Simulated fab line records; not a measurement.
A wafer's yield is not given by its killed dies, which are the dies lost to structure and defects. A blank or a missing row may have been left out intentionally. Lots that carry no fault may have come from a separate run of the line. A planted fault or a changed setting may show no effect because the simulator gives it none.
fab line records	flow nandHarc
record lots=24	wafers=72	lastDay=34
route steps=1302 shown A_BLC@1124 A_M0@1148 A_M1@1181
lots that met no fault: taken from a fault-free run of the same line
startH: hours from the record's first day to the start of the lot's first wafer shown	waitH: time in hours since the lot's previous step	" unchanged from the row above	L1.1+2: a row that stands for several wafers	- no value present, or no start provided	* or withheld: withheld	< > ~ a bound
route shown NAME@n: NAME is a module with steps in the file, n the number in the route of the first one	usual: mean/standard deviation of fault-free wafers	same: alike in all rows	chamber/n: place in a boat	sites: per-site readings	_std_site: how widely they spread, as a standard deviation	_edge_site: the outer-site mean with the inner-site mean subtracted	radiusMm: for every site, how far away it sits from the centre of the wafer	mask NAME#n: copy n	behind: the last tool/chamber to shape the wafer	hold: cause of the lot's hold/its duration in hours/its outcome	device: the n, p or np transistor that did not switch	end of line: tests of these same wafers at the route's end	where a step has no rows: the recipe by itself	killed: not the wafer's yield, but the dies lost to structure and defects at the first sort	map: shows each die of a wafer: x if killed, . if not, _ if none is there
set.NAME: the setting as run; set.NAME@STEP: as run at that earlier step	model.NAME: the simulator's own value behind a step, which no gauge read
route steps across a sampled set of lots; one table per step, one row per wafer
services: a tool's chamber out of use, with start hour (startH, from the record's first day; less than 0 if before it), hours out, and reason
## steps
# step NHARC_A_BLC_CD_MEAS_19
# usual cdNm=99.8/2.7
lot.wafer	tool	chamber	startH	waitH	cdNm
L074.2	cdSem-03	-	518.27	-	99.4
L074.4	"	-	"	"	104.3
L074.5	"	-	"	"	98.5
L075.2	cdSem-02	-	537.84	-	99.0
L075.4	"	-	"	"	98.3
L075.5	"	-	"	"	97.4
L079.4	cdSem-01	-	549.19	-	101.7
L079.5	"	-	"	"	102.4
L079.6	"	-	"	"	99.2
L077.1	cdSem-03	-	549.43	-	98.2
L077.4	"	-	"	"	96.4
L077.6	"	-	"	"	100.6
L078.1	cdSem-03	-	553.98	-	101.4
L078.3	"	-	"	"	95.8
L078.5	"	-	"	"	105.6
L076.1	cdSem-02	-	555.58	-	99.9
L076.2	"	-	"	"	97.2
L076.6	"	-	"	"	101.0
L080.2	cdSem-02	-	581.75	-	98.6
L080.4	"	-	"	"	99.1
L080.5	"	-	"	"	98.5
L081.2	cdSem-02	-	587.99	-	96.0
L081.4	"	-	"	"	100.2
L081.5	"	-	"	"	92.7
L082.1	cdSem-02	-	591.99	-	103.5
L082.3	"	-	"	"	95.6
L082.4	"	-	"	"	97.7
L085.1	cdSem-03	-	633.24	-	96.7
L085.2	"	-	"	"	99.1
L085.6	"	-	"	"	96.9
L084.3	cdSem-01	-	641.96	-	96.4
L084.4	"	-	"	"	101.0
L084.5	"	-	"	"	103.5
L086.3	cdSem-01	-	645.12	-	105.9
L086.5	"	-	"	"	106.0
L086.6	"	-	"	"	103.1
L083.2	cdSem-03	-	648.47	-	96.0
L083.3	"	-	"	"	100.6
L083.4	"	-	"	"	97.6
L087.2	cdSem-02	-	654.76	-	101.3
L087.4	"	-	"	"	102.2
L087.6	"	-	"	"	101.6
L088.2	cdSem-02	-	664.76	-	96.2
L088.3	"	-	"	"	96.8
L088.4	"	-	"	"	96.7
L089.3	cdSem-01	-	666.38	-	99.0
L089.4	"	-	"	"	98.1
L089.6	"	-	"	"	98.6
L090.4	cdSem-03	-	679.25	-	98.6
L090.5	"	-	"	"	101.0
L090.6	"	-	"	"	101.5
L091.1	cdSem-03	-	692.24	-	95.8
L091.3	"	-	"	"	102.3
L091.5	"	-	"	"	103.2
L092.1	cdSem-03	-	698.92	-	98.9
L092.4	"	-	"	"	99.8
L092.5	"	-	"	"	99.7
L093.2	cdSem-01	-	713.42	-	102.1
L093.4	"	-	"	"	101.4
L093.5	"	-	"	"	100.6
L094.2	cdSem-01	-	720.13	-	98.6
L094.4	"	-	"	"	99.8
L094.5	"	-	"	"	101.4
L095.4	cdSem-01	-	724.37	-	100.5
L095.5	"	-	"	"	101.8
L095.6	"	-	"	"	99.8
L096.2	cdSem-02	-	732.83	-	100.4
L096.4	"	-	"	"	97.8
L096.5	"	-	"	"	95.9
L097.1	cdSem-03	-	764.10	-	98.4
L097.2	"	-	"	"	101.7
L097.5	"	-	"	"	97.9
# step NHARC_A_BLC_CVD_24
# recipe targetThkA=1500	tempC=300	pressureTorr=40	wf6FlowSccm=40	h2FlowSccm=1600	arFlowSccm=1560	timeS=434	material=W
# usual heaterPowerW=531/51	mfcArSccm=1561/4.7	throttleValvePct=7.84/0.26
lot.wafer	tool	chamber	startH	waitH	heaterPowerW	mfcArSccm	throttleValvePct
L074.2	cvdW-02	1	-	-	575	1568	7.51
L074.4	"	0	"	"	495	1559	8.05
L074.5	"	0	"	"	505	1557	7.95
L075.2	cvdW-01	1	-	-	474	1561	8.06
L075.4	"	0	"	"	504	1560	7.96
L075.5	"	0	"	"	508	1562	7.66
L079.4	cvdW-02	0	-	-	506	1572	8.29
L079.5	"	0	"	"	491	1563	8.15
L079.6	"	1	"	"	568	1556	7.55
L077.1	cvdW-02	0	-	-	483	1558	8.37
L077.4	"	0	"	"	483	1560	8.21
L077.6	"	0	"	"	481	1559	8.26
L078.1	cvdW-02	0	-	-	492	1558	8.33
L078.3	"	0	"	"	490	1559	8.06
L078.5	"	1	"	"	561	1564	7.56
L076.1	cvdW-02	0	-	-	484	1566	8.21
L076.2	"	1	"	"	583	1561	7.72
L076.6	"	1	"	"	581	1554	7.47
L080.2	cvdW-02	1	-	-	587	1559	7.63
L080.4	"	0	"	"	482	1561	8.09
L080.5	"	0	"	"	491	1562	8.07
L081.2	cvdW-01	1	-	-	473	1557	8.10
L081.4	"	0	"	"	530	1554	7.80
L081.5	"	1	"	"	481	1561	8.00
L082.1	cvdW-02	1	-	-	580	1552	7.61
L082.3	"	1	"	"	576	1557	7.57
L082.4	"	0	"	"	482	1571	8.41
L085.1	cvdW-01	0	-	-	525	1558	7.73
L085.2	"	0	"	"	541	1558	7.51
L085.6	"	0	"	"	532	1554	7.38
L084.4	cvdW-01	0	-	-	537	1562	7.63
L084.3	"	1	"	"	479	1562	8.12
L084.5	"	0	"	"	540	1565	7.35
L086.3	cvdW-02	0	-	-	471	1566	8.06
L086.6	"	0	"	"	472	1572	7.72
L086.5	"	1	"	"	587	1557	7.64
L083.2	cvdW-01	0	-	-	528	1559	7.54
L083.3	"	0	"	"	529	1561	7.81
L083.4	"	1	"	"	490	1562	8.10
L087.2	cvdW-01	0	-	-	529	1561	7.68
L087.4	"	0	"	"	550	1567	7.62
L087.6	"	0	"	"	534	1562	7.94
L088.2	cvdW-01	0	-	-	545	1558	7.41
L088.3	"	1	"	"	489	1557	7.75
L088.4	"	0	"	"	531	1556	7.79
L089.3	cvdW-02	1	-	-	593	1563	7.56
L089.4	"	0	"	"	466	1566	7.66
L089.6	"	0	"	"	479	1565	7.75
L090.4	cvdW-02	1	-	-	601	1564	7.74
L090.5	"	1	"	"	598	1561	7.62
L090.6	"	0	"	"	479	1553	7.91
L091.1	cvdW-02	0	-	-	480	1558	8.05
L091.3	"	1	"	"	605	1562	7.97
L091.5	"	0	"	"	475	1569	8.01
L092.1	cvdW-02	0	-	-	464	1559	7.96
L092.4	"	0	"	"	468	1571	8.01
L092.5	"	0	"	"	484	1562	8.12
L093.2	cvdW-02	0	-	-	486	1554	7.65
L093.4	"	1	"	"	600	1569	7.72
L093.5	"	0	"	"	471	1563	7.79
L094.2	cvdW-02	1	-	-	614	1560	7.78
L094.4	"	1	"	"	608	1568	8.01
L094.5	"	0	"	"	479	1553	8.14
L095.4	cvdW-02	1	-	-	606	1552	7.79
L095.5	"	1	"	"	607	1559	8.01
L095.6	"	0	"	"	478	1554	7.84
L096.2	cvdW-02	1	-	-	619	1564	7.78
L096.4	"	1	"	"	611	1566	7.93
L096.5	"	1	"	"	603	1560	8.09
L097.1	cvdW-01	0	-	-	535	1559	7.43
L097.2	"	1	"	"	497	1560	7.72
L097.5	"	1	"	"	492	1565	7.82
# step NHARC_A_M0_OVL_MEAS_10
# recipe pitchNm=160
# usual overlayXNm=0.3/0.76	overlayYNm=0.0/0.65
lot.wafer	tool	chamber	startH	waitH	overlayXNm	overlayYNm
L074.2	overlay-01	-	521.31	-	0.2	-0.8
L074.4	"	-	"	"	-0.4	-0.2
L074.5	"	-	"	"	-0.2	-1.2
L075.2	overlay-02	-	540.86	-	2.0	0.4
L075.4	"	-	"	"	2.2	0.0
L075.5	"	-	"	"	2.6	0.0
L079.4	overlay-01	-	552.17	-	0.1	-0.2
L079.5	"	-	"	"	0.6	0.0
L079.6	"	-	"	"	0.8	-0.4
L077.1	overlay-02	-	552.68	-	0.7	-0.1
L077.4	"	-	"	"	1.0	0.0
L077.6	"	-	"	"	0.2	0.4
L078.1	overlay-01	-	556.96	-	0.2	0.9
L078.3	"	-	"	"	0.4	0.9
L078.5	"	-	"	"	0.7	0.8
L076.1	overlay-02	-	558.43	-	-0.3	0.0
L076.2	"	-	"	"	-0.6	-0.3
L076.6	"	-	"	"	-0.4	-0.4
L080.2	overlay-02	-	584.71	-	0.9	0.1
L080.4	"	-	"	"	1.0	-0.3
L080.5	"	-	"	"	0.6	-0.2
L081.2	overlay-02	-	590.83	-	-0.8	0.3
L081.4	"	-	"	"	-0.3	0.8
L081.5	"	-	"	"	-0.7	0.7
L082.1	overlay-02	-	594.95	-	-0.1	0.9
L082.3	"	-	"	"	-0.5	0.6
L082.4	"	-	"	"	-0.1	0.3
L085.1	overlay-01	-	636.65	-	-0.4	0.4
L085.2	"	-	"	"	-0.4	0.9
L085.6	"	-	"	"	0.1	0.0
L084.3	overlay-02	-	645.58	-	-0.2	-0.3
L084.4	"	-	"	"	-1.0	-0.1
L084.5	"	-	"	"	-0.5	0.4
L086.3	overlay-02	-	647.96	-	0.3	0.2
L086.5	"	-	"	"	0.8	0.6
L086.6	"	-	"	"	0.7	0.0
L083.2	overlay-01	-	651.68	-	-0.6	-1.3
L083.3	"	-	"	"	0.1	-0.5
L083.4	"	-	"	"	-0.2	-0.9
L087.2	overlay-02	-	657.73	-	0.8	-1.1
L087.4	"	-	"	"	0.9	-0.9
L087.6	"	-	"	"	0.5	-0.8
L088.2	overlay-01	-	667.74	-	-1.0	1.2
L088.3	"	-	"	"	-1.5	0.8
L088.4	"	-	"	"	-1.4	0.5
L089.3	overlay-01	-	669.36	-	0.2	0.1
L089.4	"	-	"	"	0.4	0.4
L089.6	"	-	"	"	0.0	0.3
L090.4	overlay-01	-	682.31	-	0.2	0.1
L090.5	"	-	"	"	0.0	0.7
L090.6	"	-	"	"	0.2	0.4
L091.1	overlay-01	-	695.21	-	0.7	-0.8
L091.3	"	-	"	"	1.0	-0.6
L091.5	"	-	"	"	1.0	-1.0
L092.1	overlay-02	-	701.92	-	0.2	0.5
L092.4	"	-	"	"	0.8	0.6
L092.5	"	-	"	"	0.1	0.7
L093.2	overlay-01	-	716.37	-	0.6	0.3
L093.4	"	-	"	"	0.6	0.4
L093.5	"	-	"	"	0.9	0.0
L094.2	overlay-01	-	723.12	-	1.1	-0.2
L094.4	"	-	"	"	0.0	-0.6
L094.5	"	-	"	"	0.4	-1.1
L095.4	overlay-02	-	727.37	-	1.2	0.3
L095.5	"	-	"	"	1.3	0.2
L095.6	"	-	"	"	1.2	0.2
L096.2	overlay-02	-	736.19	-	0.3	-0.5
L096.4	"	-	"	"	0.2	0.0
L096.5	"	-	"	"	0.3	-0.2
L097.1	overlay-02	-	767.08	-	0.1	-1.6
L097.2	"	-	"	"	0.5	-1.2
L097.5	"	-	"	"	-0.2	-1.5
# step NHARC_A_M0_STRIP_18
# recipe powerW=1000	n2FlowSccm=150	h2FlowSccm=150	arFlowSccm=0	biasW=0	chemistry=N2/H2
# usual drypumpMotorCurrentA=5.6/0.46	mfcArSccm=0.007/0.0086	oesProductAu=0.999/0.0093	rfVppV=90.7/1	showerheadPlenumPTorr=2.05/0.09	throttleValvePct=14.171/0.0094
lot.wafer	tool	chamber	startH	waitH	drypumpMotorCurrentA	mfcArSccm	oesProductAu	rfHoursCounterH	rfVppV	showerheadPlenumPTorr	throttleValvePct
L074.4	rieDiel-12	2	521.81	0.1	5.8	0.019	1.006	3.0	90.3	2.11	14.185
L074.2	"	3	"	"	6.1	0	0.998	3.1	89.8	2.18	14.169
L074.5	"	2	"	"	5.9	0.019	1.010	-	92.6	2.11	14.163
L075.4	rieDiel-01	3	541.37	0.1	6.2	0	1.002	9.1	91.1	2.10	14.163
L075.2	"	1	"	"	5.3	0	1.010	8.8	90.7	1.95	14.174
L075.5	"	0	"	"	5.2	0.013	0.990	-	90.5	1.98	14.170
L079.4	rieDiel-12	0	552.64	0.1	4.8	0	1.009	4.6	91.1	1.90	14.187
L079.5	"	0	"	"	4.8	0	1.005	-	89.5	1.91	14.174
L079.6	"	1	"	"	5.4	0	1.015	-	90.9	2.07	14.184
L077.1	rieDiel-12	1	553.21	0.1	5.4	0	1.007	4.5	90.2	2.07	14.154
L077.4	"	2	"	"	5.8	0.019	1.011	3.2	90.7	2.11	14.159
L077.6	"	3	"	"	6.1	0	1.003	-	91.7	2.18	14.184
L078.3	rieDiel-12	1	557.46	0.1	5.4	0	1.000	4.7	89.6	2.07	14.169
L078.1	"	2	"	"	5.8	0.019	1.020	3.3	91.3	2.11	14.167
L078.5	"	1	"	"	5.4	0	1.008	-	90.6	2.07	14.169
L076.2	rieDiel-09	2	558.90	0.1	6.4	0.014	1.007	1.2	90.7	1.92	14.171
L076.1	"	1	"	"	6.0	0.014	1.014	1.1	91.2	2.02	14.177
L076.6	"	2	"	"	6.4	0.014	1.009	-	90.9	1.92	14.169
L080.4	rieDiel-12	1	585.18	0.1	5.4	0	0.998	5.7	91.7	2.07	14.165
L080.2	"	2	"	"	5.9	0.019	1.007	4.5	91.0	2.11	14.154
L080.5	"	1	"	"	5.4	0	1.005	-	88.9	2.07	14.180
L081.4	rieDiel-12	1	591.30	0.1	5.4	0	1.007	6.0	91.8	2.07	14.176
L081.2	"	3	"	"	6.1	0	1.015	6.4	91.7	2.18	14.178
L081.5	"	1	"	"	5.4	0	1.010	-	89.4	2.07	14.175
L082.1	rieDiel-12	1	595.47	0.1	5.4	0	1.016	6.1	89.8	2.07	14.169
L082.4	"	3	"	"	6.1	0	0.999	6.4	90.4	2.18	14.177
L082.3	"	0	"	"	4.8	0	1.011	6.2	89.9	1.90	14.176
L085.2	rieDiel-09	0	637.14	0.1	5.6	0	0.977	4.1	90.6	2.19	14.173
L085.1	"	2	"	"	6.4	0.014	1.000	5.4	88.8	1.92	14.162
L085.6	"	0	"	"	5.6	0	0.990	-	92.7	2.19	14.171
L084.4	rieDiel-09	1	646.10	0.1	6.0	0.014	1.002	5.4	91.3	2.02	14.156
L084.3	"	2	"	"	6.4	0.014	1.005	5.5	88.4	1.92	14.164
L084.5	"	0	"	"	5.6	0	0.983	-	91.2	2.19	14.171
L086.3	rieDiel-12	0	648.55	0.1	4.8	0	0.995	0.6	89.4	1.90	14.181
L086.6	"	1	"	"	5.4	0	1.012	-	89.8	2.07	14.183
L086.5	"	2	"	"	5.9	0.019	0.990	-	89.4	2.11	14.159
L083.4	rieDiel-12	1	652.22	0.1	5.4	0	1.004	1.1	89.3	2.07	14.169
L083.2	"	2	"	"	5.9	0.019	0.997	1.0	90.6	2.11	14.190
L083.3	"	3	"	"	6.1	0	1.009	0.8	91.0	2.18	14.160
L087.4	rieDiel-01	1	658.25	0.1	5.3	0	1.002	4.7	90.5	1.95	14.183
L087.2	"	2	"	"	6.0	0.024	0.989	7.3	91.2	2.14	14.165
L087.6	"	3	"	"	6.3	0	1.004	-	91.9	2.09	14.170
L088.4	rieDiel-01	1	668.24	0.1	5.3	0	1.008	5.0	90.1	1.95	14.175
L088.2	"	2	"	"	6.0	0.024	1.004	7.6	91.8	2.14	14.175
L088.3	"	3	"	"	6.3	0	0.983	7.9	91.6	2.09	14.167
L089.4	rieDiel-12	3	669.85	0.1	6.1	0	1.003	1.3	92.0	2.18	14.175
L089.3	"	1	"	"	5.4	0	0.994	1.6	90.5	2.07	14.165
L089.6	"	2	"	"	5.8	0.019	0.997	-	91.8	2.11	14.149
L090.4	rieDiel-01	2	682.84	0.1	6.0	0.024	0.999	8.1	91.5	2.14	14.159
L090.6	"	0	"	"	5.2	0.013	0.998	-	91.0	1.98	14.173
L090.5	"	1	"	"	5.3	0	1.004	-	88.5	1.95	14.157
L091.3	rieDiel-09	0	695.73	0.1	5.6	0	0.998	0.1	91.7	2.19	14.174
L091.1	"	1	"	"	6.0	0.014	0.994	0.1	90.0	2.02	14.160
L091.5	"	2	"	"	6.4	0.014	0.989	-	89.8	1.92	14.171
L092.1	rieDiel-01	1	702.45	0.1	5.3	0	0.993	7.7	90.9	1.95	14.172
L092.4	"	2	"	"	6.0	0.024	0.990	9.7	89.9	2.14	14.174
L092.5	"	0	"	"	5.2	0.013	0.997	-	91.6	1.98	14.171
L093.2	rieDiel-01	0	716.85	0.1	5.2	0.013	0.993	9.5	90.1	1.98	14.173
L093.4	"	2	"	"	6.0	0.024	0.992	9.8	91.9	2.14	14.151
L093.5	"	0	"	"	5.2	0.013	1.001	-	90.9	1.98	14.174
L094.4	rieDiel-09	0	723.60	0.1	5.6	0	0.982	0.6	91.4	2.19	14.181
L094.2	"	2	"	"	6.4	0.014	0.998	0.6	91.1	1.92	14.155
L094.5	"	1	"	"	6.0	0.014	1.006	-	89.4	2.02	14.159
L095.5	rieDiel-01	1	727.94	0.2	5.3	0	1.013	-	89.6	1.95	14.156
L095.4	"	2	"	"	6.0	0.024	0.993	-	91.1	2.14	14.171
L095.6	"	0	"	"	5.1	0.013	1.002	-	90.2	1.98	14.170
L096.4	rieDiel-12	0	736.66	0.1	4.8	0	0.989	6.1	89.8	1.90	14.166
L096.2	"	3	"	"	6.1	0	0.989	5.5	92.9	2.18	14.162
L096.5	"	1	"	"	5.4	0	1.003	-	91.9	2.06	14.166
L097.1	rieDiel-01	0	767.60	0.1	5.2	0.013	0.992	1.8	90.8	1.98	14.172
L097.2	"	1	"	"	5.3	0	0.980	1.7	90.0	1.95	14.163
L097.5	"	2	"	"	6.0	0.024	1.002	-	91.6	2.13	14.176
# step NHARC_A_M1_INSPECT_11
# usual rawDefectCount=83/33
lot.wafer	tool	chamber	startH	waitH	rawDefectCount
L074.2	defectInspect-02	-	525.28	0.0	80
L074.4	"	-	"	"	77
L074.5	"	-	"	"	63
L075.2	defectInspect-01	-	544.96	0.0	95
L075.4	"	-	"	"	106
L075.5	"	-	"	"	95
L079.4	defectInspect-02	-	556.29	0.0	62
L079.5	"	-	"	"	54
L079.6	"	-	"	"	62
L077.1	defectInspect-01	-	556.83	0.1	89
L077.4	"	-	"	"	89
L077.6	"	-	"	"	73
L078.1	defectInspect-01	-	561.08	0.0	89
L078.3	"	-	"	"	83
L078.5	"	-	"	"	69
L076.1	defectInspect-02	-	562.61	0.0	55
L076.2	"	-	"	"	55
L076.6	"	-	"	"	51
L080.2	defectInspect-02	-	588.79	0.0	83
L080.4	"	-	"	"	68
L080.5	"	-	"	"	66
L081.2	defectInspect-01	-	594.78	0.0	153
L081.4	"	-	"	"	119
L081.5	"	-	"	"	111
L082.1	defectInspect-02	-	599.21	0.0	148
L082.3	"	-	"	"	144
L082.4	"	-	"	"	147
L085.1	defectInspect-01	-	640.75	0.0	24
L085.2	"	-	"	"	24
L085.6	"	-	"	"	21
L084.3	defectInspect-01	-	649.67	0.0	73
L084.4	"	-	"	"	67
L084.5	"	-	"	"	64
L086.3	defectInspect-02	-	652.35	0.0	130
L086.5	"	-	"	"	146
L086.6	"	-	"	"	138
L083.2	defectInspect-02	-	655.84	0.0	78
L083.3	"	-	"	"	96
L083.4	"	-	"	"	85
L087.2	defectInspect-01	-	661.82	0.0	106
L087.4	"	-	"	"	94
L087.6	"	-	"	"	97
L088.2	defectInspect-02	-	671.83	0.0	96
L088.3	"	-	"	"	96
L088.4	"	-	"	"	104
L089.3	defectInspect-01	-	673.48	0.0	115
L089.4	"	-	"	"	99
L089.6	"	-	"	"	103
L090.4	defectInspect-01	-	686.44	0.0	35
L090.5	"	-	"	"	36
L090.6	"	-	"	"	35
L091.1	defectInspect-01	-	699.17	0.0	99
L091.3	"	-	"	"	103
L091.5	"	-	"	"	109
L092.1	defectInspect-01	-	706.01	0.0	90
L092.4	"	-	"	"	75
L092.5	"	-	"	"	85
L093.2	defectInspect-01	-	720.44	0.0	68
L093.4	"	-	"	"	79
L093.5	"	-	"	"	66
L094.2	defectInspect-02	-	727.21	0.0	38
L094.4	"	-	"	"	34
L094.5	"	-	"	"	45
L095.4	defectInspect-01	-	731.52	0.0	84
L095.5	"	-	"	"	80
L095.6	"	-	"	"	77
L096.2	defectInspect-02	-	740.28	0.0	33
L096.4	"	-	"	"	40
L096.5	"	-	"	"	46
L097.1	defectInspect-02	-	771.16	0.0	111
L097.2	"	-	"	"	116
L097.5	"	-	"	"	90
# step NHARC_A_M1_ETCH_15
# recipe targetDepthA=1825	timeS=91.2	c4f8FlowSccm=withheld	arFlowSccm=400	rfW=600	biasW=300	chemistry=C4F8/Ar
# usual oesProductAu=0.951/0.022	rfVppV=440.1/2.4
lot.wafer	tool	chamber	startH	waitH	oesProductAu	rfHoursCounterH	rfVppV
L074.2	rieDiel-11	0	-	-	0.957	1.9	438.1
L074.4	"	2	"	"	0.968	1.8	440.7
L074.5	"	0	"	"	0.968	-	438.0
L075.4	rieDiel-11	0	-	-	0.938	2.6	439.6
L075.2	"	1	"	"	0.932	2.2	444.0
L075.5	"	3	"	"	0.947	-	438.5
L079.4	rieDiel-06	1	-	-	0.952	3.7	438.0
L079.6	"	1	"	"	0.959	-	438.7
L079.5	"	2	"	"	0.962	-	438.3
L077.1	rieDiel-10	1	-	-	0.933	7.6	444.3
L077.4	"	2	"	"	0.932	8.2	439.0
L077.6	"	2	"	"	0.924	-	440.3
L078.1	rieDiel-06	0	-	-	0.907	3.9	437.6
L078.3	"	2	"	"	0.924	4.1	437.4
L078.5	"	3	"	"	0.921	-	439.2
L076.1	rieDiel-10	0	-	-	0.977	7.4	444.4
L076.2	"	1	"	"	0.974	7.7	443.3
L076.6	"	0	"	"	0.971	-	442.8
L080.2	rieDiel-11	2	-	-	0.915	3.7	441.5
L080.5	"	2	"	"	0.922	-	441.1
L080.4	"	0	"	"	0.917	-	438.9
L081.2	rieDiel-06	3	-	-	0.937	4.1	441.0
L081.4	"	0	"	"	0.945	5.1	438.9
L081.5	"	3	"	"	0.939	-	439.7
L082.1	rieDiel-06	1	-	-	0.951	5.0	438.1
L082.4	"	2	"	"	0.930	5.2	438.4
L082.3	"	3	"	"	0.913	4.2	440.2
L085.2	rieDiel-06	2	-	-	0.926	7.4	438.2
L085.1	"	3	"	"	0.919	6.1	440.3
L085.6	"	0	"	"	0.912	-	439.6
L084.3	rieDiel-11	1	-	-	0.960	0.8	443.7
L084.4	"	2	"	"	0.958	0.5	438.7
L084.5	"	1	"	"	0.964	-	445.4
L086.3	rieDiel-10	0	-	-	0.965	1.8	446.1
L086.5	"	2	"	"	0.958	-	439.6
L086.6	"	3	"	"	0.947	-	436.7
L083.2	rieDiel-11	2	-	-	0.971	0.9	440.0
L083.3	"	3	"	"	0.956	1.0	439.6
L083.4	"	1	"	"	0.979	1.4	444.6
L087.2	rieDiel-11	0	-	-	0.951	1.4	438.8
L087.4	"	1	"	"	0.955	1.5	443.6
L087.6	"	3	"	"	0.932	-	439.8
L088.3	rieDiel-06	0	-	-	0.956	0.1	439.2
L088.2	"	1	"	"	0.973	0.1	435.9
L088.4	"	2	"	"	0.971	0.1	439.0
L089.3	rieDiel-11	0	-	-	0.976	1.7	439.8
L089.4	"	2	"	"	0.945	1.4	441.9
L089.6	"	1	"	"	0.952	-	443.1
L090.4	rieDiel-10	0	-	-	0.958	4.8	443.3
L090.6	"	2	"	"	0.955	-	439.1
L090.5	"	3	"	"	0.939	-	436.7
L091.1	rieDiel-06	1	-	-	0.977	0.8	438.5
L091.3	"	3	"	"	0.968	0.9	439.1
L091.5	"	1	"	"	0.976	-	437.9
L092.4	rieDiel-06	1	-	-	0.965	1.1	437.5
L092.1	"	3	"	"	0.977	1.2	439.9
L092.5	"	1	"	"	0.985	-	437.4
L093.2	rieDiel-11	1	-	-	0.953	3.3	445.5
L093.4	"	2	"	"	0.956	2.7	440.8
L093.5	"	1	"	"	0.946	-	445.2
L094.4	rieDiel-11	1	-	-	0.949	3.8	444.5
L094.2	"	3	"	"	0.958	3.0	438.6
L094.5	"	1	"	"	0.950	-	443.1
L095.4	rieDiel-10	0	-	-	0.947	10.9	444.4
L095.6	"	0	"	"	0.929	-	442.0
L095.5	"	1	"	"	0.943	-	443.5
L096.2	rieDiel-11	1	-	-	0.969	4.4	442.9
L096.4	"	2	"	"	0.969	3.5	439.6
L096.5	"	0	"	"	1.005	-	437.5
L097.2	rieDiel-11	0	-	-	0.947	5.0	440.0
L097.1	"	1	"	"	0.934	5.2	443.1
L097.5	"	3	"	"	0.919	-	439.4
## services
tool	chamber	startH	hours	kind
cvdW-01	-	496.21	1.1	repair
rieDiel-06	0	513.27	4.5	repair
rieDiel-01	-	513.54	0.4	repair
rieDiel-12	3	517.34	1.6	repair
rieDiel-12	2	532.78	17.9	repair
cvdW-01	-	547.00	13.0	pm
rieDiel-06	1	548.60	2.1	repair
cvdW-02	-	553.70	0.9	repair
rieDiel-01	-	557.84	9.0	pm
rieDiel-12	1	564.88	5.5	repair
rieDiel-01	2	567.12	3.8	repair
rieDiel-01	1	568.25	6.7	repair
cvdW-02	0	573.87	1.4	repair
rieDiel-11	3	577.27	13.9	repair
rieDiel-01	3	581.73	14.2	repair
rieDiel-06	1	592.48	1.4	repair
cvdW-01	1	595.96	1.3	repair
rieDiel-11	-	609.56	9.0	pm
rieDiel-12	-	622.40	9.0	pm
cvdW-02	-	631.05	13.0	pm
cvdW-02	0	654.58	1.2	repair
rieDiel-11	3	698.00	6.9	repair
rieDiel-11	-	731.55	0.6	repair
rieDiel-11	0	744.45	7.0	repair
## key
fault none
